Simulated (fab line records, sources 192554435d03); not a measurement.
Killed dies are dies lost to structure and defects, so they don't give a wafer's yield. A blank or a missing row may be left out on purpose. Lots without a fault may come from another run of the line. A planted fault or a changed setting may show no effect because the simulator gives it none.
Chamber matching | flow n5_finfet | N5_BEOL_M10_ILD_DEP_00 on pecvd-02: 3 sister chambers
The step deposits SiCOH lowk from DEMS/porogen, target thk 308.51 nm, time 58 s. 3 wafers are shown with their chamber, then 11 later ones without.

WAFERS WITH THEIR CHAMBER
wafer  | chamber | heater_power_w (W)
L082.5 | 2       | 459
L087.6 | 1       | 349
L089.2 | 0       | 313

WAFERS WITHOUT THEIR CHAMBER
wafer  | heater_power_w (W)
L089.4 | 320
L089.5 | 304
L090.2 | 309
L090.4 | 420
L090.5 | 348
L091.1 | 317
L091.3 | 465
L091.4 | 368
L095.1 | 294
L095.4 | 316
L095.6 | 464

WHICH CHAMBER EACH WENT THROUGH
wafer  | from the rows above     | in truth
L089.4 | can't be placed: 0 or 1 | 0
L089.5 | 0                       | 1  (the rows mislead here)
L090.2 | 0                       | 0
L090.4 | 2                       | 2
L090.5 | 1                       | 1
L091.1 | can't be placed: 0 or 1 | 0
L091.3 | 2                       | 2
L091.4 | 1                       | 1
L095.1 | 0                       | 0
L095.4 | can't be placed: 0 or 1 | 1
L095.6 | 2                       | 2
Placed correctly: 7 of 11. Can't be placed from these rows: 3 (the true chamber is among the candidates in 3). Placed wrongly: 1.
How it was worked out, from the rows above alone: a wafer's distance from a chamber is the root of the sum, over the readings, of the square of ((its reading less the chamber's mean) divided by the reading's scatter). The wafer belongs to the nearest chamber; if the next one is less than 2 further off, it can't be placed. A chamber's mean is the mean of its shown wafers. The scatter: with one shown wafer a chamber, the root of the mean of the squares of how far each hidden wafer lies from its nearest shown one.
